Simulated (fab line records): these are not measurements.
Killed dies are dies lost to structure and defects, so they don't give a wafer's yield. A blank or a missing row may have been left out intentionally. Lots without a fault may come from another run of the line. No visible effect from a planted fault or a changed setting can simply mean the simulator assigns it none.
Which of the tools did it? | flow n5Finfet | 9 lots with 27 wafers sampled at 6 steps, on a route of 1938 steps

== WHAT THE GAUGES SHOWED, per wafer ==
N5_SD_EPI_N_CD_MEAS_09: target cd 120 nm. Usual: cdNm at 119.7 nm, with a standard deviation of 0.56.
lot  | measured    | on       | cdNm (nm)         | flag
L942 | day 3 06:58 | cdSem-02 | 119.0 119.0 118.5 | 
L945 | day 4 00:49 | cdSem-03 | 118.7 118.4 119.3 | 
L947 | day 4 12:05 | cdSem-02 | 119.4 119.8 119.7 | 
L951 | day 5 15:39 | cdSem-03 | 119.5 118.8 119.2 | 
L953 | day 6 01:30 | cdSem-01 | 91.6 90.5 90.5    | OFF
L954 | day 6 07:50 | cdSem-01 | 98.4 97.2 98.2    | OFF
L958 | day 7 05:10 | cdSem-02 | 119.0 118.9 118.9 | 
L959 | day 7 13:58 | cdSem-03 | 119.5 119.4 119.6 | 
L962 | day 8 07:35 | cdSem-02 | 120.6 121.0 119.8 | 

N5_SD_EPI_N_INSPECT_11: inspects for defects (macro). Usual: rawDefectCount at 2.2, with a standard deviation of 1.5.
lot  | measured    | on               | rawDefectCount | flag
L942 | day 3 07:01 | defectInspect-01 | 1 0 6          | 
L945 | day 4 00:52 | defectInspect-02 | 3 1 3          | 
L947 | day 4 12:08 | defectInspect-02 | 4 2 4          | 
L951 | day 5 15:42 | defectInspect-01 | 1 3 5          | 
L953 | day 6 01:33 | defectInspect-01 | 2 3 5          | 
L954 | day 6 07:53 | defectInspect-01 | 1 1 1          | 
L958 | day 7 05:13 | defectInspect-01 | 4 2 2          | 
L959 | day 7 14:01 | defectInspect-02 | 2 2 3          | 
L962 | day 8 07:38 | defectInspect-01 | 0 4 2          | 

N5_BEOL_M4_RC_MEAS_101. Usual: DIBL_N 36.1 mV/V, standard deviation 1.3; DIBL_P 36.1 mV/V, standard deviation 1.7; IOFF_N 0.154 nA/um, standard deviation 0.022; IOFF_P 0.201 nA/um, standard deviation 0.024; ION_N 675 uA/um, standard deviation 8.9; ION_P 462 uA/um, standard deviation 5.9; SS_N 71.5 mV/dec, standard deviation 0.49; SS_P 73.3 mV/dec, standard deviation 0.58; VT_N 250.0 mV, standard deviation 2.7; VT_P -251.3 mV, standard deviation 2.7.
lot  | measured     | on        | DIBL_N (mV/V)  | DIBL_P (mV/V)  | IOFF_N (nA/um)    | IOFF_P (nA/um)    | ION_N (uA/um) | ION_P (uA/um) | SS_N (mV/dec)  | SS_P (mV/dec)  | VT_N (mV)         | VT_P (mV)            | flag
L942 | day 8 02:04  | prober-02 | 34.0 33.7 33.8 | 33.8 33.7 33.5 | 0.133 0.128 0.129 | 0.171 0.170 0.167 | 662 672 662   | 449 464 456   | 71.7 71.9 71.2 | 72.9 73.1 72.6 | 250.9 254.0 252.7 | -255.2 -254.0 -255.0 | 
L945 | day 8 19:33  | prober-01 | 36.1 35.2 34.5 | 37.1 35.6 35.4 | 0.179 0.158 0.144 | 0.224 0.199 0.200 | 685 682 669   | 463 461 465   | 71.1 71.2 71.1 | 73.4 73.2 73.5 | 247.2 248.8 252.7 | -246.5 -250.6 -250.5 | 
L947 | day 9 07:28  | prober-01 | 35.3 35.0 35.2 | 36.2 35.3 35.5 | 0.149 0.136 0.145 | 0.205 0.181 0.195 | 684 676 682   | 467 468 468   | 71.1 70.5 70.8 | 72.6 72.9 73.2 | 248.5 251.2 248.5 | -249.8 -249.1 -248.5 | 
L951 | day 10 18:28 | prober-01 | 36.3 37.7 34.9 | 35.6 37.2 33.8 | 0.127 0.162 0.116 | 0.182 0.205 0.165 | 662 672 664   | 455 460 455   | 71.1 71.3 70.9 | 72.7 74.0 72.9 | 252.8 249.4 253.7 | -253.7 -252.9 -253.3 | 
L954 | day 11 16:36 | prober-01 | 32.9 33.5      | 32.7 32.3      | 0.124 0.119       | 0.164 0.157       | 677 671       | 465 460       | 71.2 71.3      | 73.2 72.7      | 251.8 255.1       | -253.6 -254.7        | 
L958 | day 12 23:49 | prober-02 | 36.5 36.1 35.8 | 37.5 37.5 37.1 | 0.156 0.160 0.146 | 0.221 0.216 0.205 | 674 676 665   | 468 470 464   | 71.2 72.1 72.0 | 73.8 72.7 72.9 | 251.3 251.1 253.0 | -248.6 -247.2 -247.0 | 
L959 | day 12 20:43 | prober-02 | 36.0 36.6 34.9 | 36.7 36.9 35.4 | 0.141 0.141 0.122 | 0.183 0.189 0.162 | 668 667 659   | 455 456 453   | 70.9 71.6 70.7 | 73.6 73.5 72.5 | 250.3 252.9 253.9 | -252.3 -256.0 -256.0 | 
L962 | day 13 05:51 | prober-01 | 36.3 36.2 37.9 | 37.0 36.7 38.0 | 0.169 0.165 0.194 | 0.199 0.196 0.216 | 683 672 690   | 464 453 465   | 71.6 71.1 71.3 | 73.0 73.2 73.8 | 247.2 248.2 245.6 | -252.2 -250.7 -248.9 | 

== WHICH TOOL RAN EACH LOT (tool, then ch and the chambers of the sampled wafers, then the start) ==
lot  | N5_DUMMY_GATE_TRIM_49          | N5_DUMMY_GATE_HM_OPEN_21         | N5_SD_EPI_N_EXPOSE_06
L942 | rieSi-05 ch 0,1,3, day 3 05:05 | rieDiel-04 ch 0,1, day 3 05:25   | arfiScanner-02 ch 0, day 3 06:50
L945 | rieSi-05 ch 1,2, day 3 22:38   | rieDiel-04 ch 0,1, day 3 22:56   | arfiScanner-03 ch 0, day 4 00:41
L947 | rieSi-02 ch 0,1, day 4 09:58   | rieDiel-05 ch 1,2,3, day 4 10:25 | arfiScanner-01 ch 0, day 4 11:58
L951 | rieSi-05 ch 1,2,3, day 5 13:34 | rieDiel-05 ch 1,2,3, day 5 13:50 | arfiScanner-03 ch 0, day 5 15:31
L953 | rieSi-05 ch 0,1,3, day 5 23:30 | rieDiel-03 ch 0,3, day 5 23:47   | arfiScanner-03 ch 0, day 6 01:22
L954 | rieSi-02 ch 0,1, day 6 05:29   | rieDiel-04 ch 2,3, day 6 05:46   | arfiScanner-03 ch 0, day 6 07:43
L958 | rieSi-05 ch 0,2,3, day 7 03:00 | rieDiel-05 ch 1,2,3, day 7 03:17 | arfiScanner-01 ch 0, day 7 05:02
L959 | rieSi-05 ch 2,3, day 7 11:53   | rieDiel-04 ch 0,1,3, day 7 12:17 | arfiScanner-02 ch 0, day 7 13:50
L962 | rieSi-04 ch 0,1,3, day 8 05:23 | rieDiel-03 ch 0,2,3, day 8 05:40 | arfiScanner-02 ch 0, day 8 07:28
- N5_DUMMY_GATE_TRIM_49: chemistry O2, time 29 s, target cd 14 nm.
- N5_DUMMY_GATE_HM_OPEN_21: chemistry CH3F/O2, target SiNx, target depth 120 nm, time 171.4 s.
- N5_SD_EPI_N_EXPOSE_06: exposes mask SD N BLK, target cd 120 nm.

== WHAT THE TOOLS THEMSELVES READ (means of the sampled wafers that have a number; where no wafer has one, the mark that the record gives instead) ==
N5_DUMMY_GATE_TRIM_49. Usual: drypumpMotorCurrentA 5.6 A, standard deviation 0.41; oesProductAu 1.010 a.u., standard deviation 0.017; throttleValvePct 8.22 %, standard deviation 0.11.
lot  | tool     | drypumpMotorCurrentA (A) | oesProductAu (a.u.) | throttleValvePct (%) | flag
L942 | rieSi-05 | 5.9                      | 1.008               | 8.20                 | 
L945 | rieSi-05 | 6.2                      | 1.013               | 8.15                 | 
L947 | rieSi-02 | 5.7                      | 0.990               | 8.23                 | 
L951 | rieSi-05 | 5.8                      | 1.017               | 8.22                 | 
L953 | rieSi-05 | 5.9                      | 0.999               | 8.20                 | 
L954 | rieSi-02 | 5.6                      | 0.997               | 8.23                 | 
L958 | rieSi-05 | 5.5                      | 1.005               | 8.22                 | 
L959 | rieSi-05 | 5.3                      | 1.019               | 8.27                 | 
L962 | rieSi-04 | 5.3                      | 1.015               | 8.32                 | 

N5_DUMMY_GATE_HM_OPEN_21. Usual: drypumpMotorCurrentA 5.9 A, standard deviation 0.42; oes_f_703_au 0.78 a.u., standard deviation 0.068; oesProductAu 0.78 a.u., standard deviation 0.068; rfVppV 299.7 V, standard deviation 2.1; showerheadPlenumPTorr 2.04 Torr, standard deviation 0.055; throttleValvePct 16.43 %, standard deviation 0.15.
lot  | tool       | drypumpMotorCurrentA (A) | oes_f_703_au (a.u.) | oesProductAu (a.u.) | rfVppV (V) | showerheadPlenumPTorr (Torr) | throttleValvePct (%) | flag
L942 | rieDiel-04 | 5.6                      | 0.87                | 0.87                | 300.7      | 2.11                         | 16.29                | 
L945 | rieDiel-04 | 5.7                      | 0.86                | 0.86                | 300.9      | 2.10                         | 16.30                | 
L947 | rieDiel-05 | 5.7                      | 0.79                | 0.80                | 299.5      | 2.12                         | 16.49                | 
L951 | rieDiel-05 | 5.7                      | 0.79                | 0.79                | 301.3      | 2.11                         | 16.52                | 
L953 | rieDiel-03 | 6.1                      | 0.74                | 0.73                | 300.4      | 2.00                         | 16.50                | 
L954 | rieDiel-04 | 6.4                      | 0.72                | 0.73                | 297.2      | 2.02                         | 16.41                | 
L958 | rieDiel-05 | 5.8                      | 0.78                | 0.78                | 300.1      | 2.11                         | 16.53                | 
L959 | rieDiel-04 | 6.0                      | 0.77                | 0.77                | 299.6      | 2.06                         | 16.43                | 
L962 | rieDiel-03 | 5.8                      | 0.72                | 0.73                | 300.9      | 2.00                         | 16.48                | 

N5_SD_EPI_N_EXPOSE_06. Usual: exposureDoseMJCm2 39.73, standard deviation 0.042; reticleTempC 23.02 C, standard deviation 0.11.
lot  | tool           | exposureDoseMJCm2 | reticleTempC (C) | flag
L942 | arfiScanner-02 | 39.71             | 23.02            | 
L945 | arfiScanner-03 | 39.73             | 22.99            | 
L947 | arfiScanner-01 | 39.77             | 23.03            | 
L951 | arfiScanner-03 | 39.71             | 22.95            | 
L953 | arfiScanner-03 | 26.11             | 23.06            | OFF
L954 | arfiScanner-03 | 28.86             | 23.05            | OFF
L958 | arfiScanner-01 | 39.76             | 22.93            | 
L959 | arfiScanner-02 | 39.80             | 23.03            | 
L962 | arfiScanner-02 | 39.70             | 22.92            | 

== THE ANSWER, worked out from the rows above alone ==
Rule: lot off if the mean of its wafers having a number is beyond 3 standard deviations from the usual mean. A lot without any number at a reading at which 4 lots or more have one is off too. All remaining lots with rows at the step are treated as sound. Order of review: gauges by route order, followed by the tools' own readings, for which a lot's mean as printed above is used. The first step at which some lot is off is used, and at that step the reading that is off furthest; a lot without a number counts as furthest.
Off: L953, L954, at N5_SD_EPI_N_CD_MEAS_09 (cdNm).
A tool fits if, at a process step before that reading, it ran every lot that is off, and no sound lot after the first of them. Not tried: the gauges at N5_SD_EPI_N_CD_MEAS_09; whatever is off there is also off at N5_SD_EPI_N_EXPOSE_06, on other tools, and gauge error can't account for it. One fits: N5_SD_EPI_N_EXPOSE_06 on arfiScanner-03. A fault onset in the window from L951 (day 5 15:31, its last sound lot) to L953 (day 6 01:22, its first lot off) fits.
On the lots that are off, the tool's own readings at N5_SD_EPI_N_EXPOSE_06 differ by more than 5 times the standard deviation of the sound lots' means, which bears it out; exposureDoseMJCm2 reads 27.48 there versus 39.74 on the sound lots.

== WHAT WAS PUT IN BY THE SIMULATOR ==
Process parameter drift: arfiScanner-03, from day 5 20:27 on, at N5_SD_EPI_N_EXPOSE_06. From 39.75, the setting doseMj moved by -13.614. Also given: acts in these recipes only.
Struck lots among those shown: L953, L954. This agrees with what the rule above found.
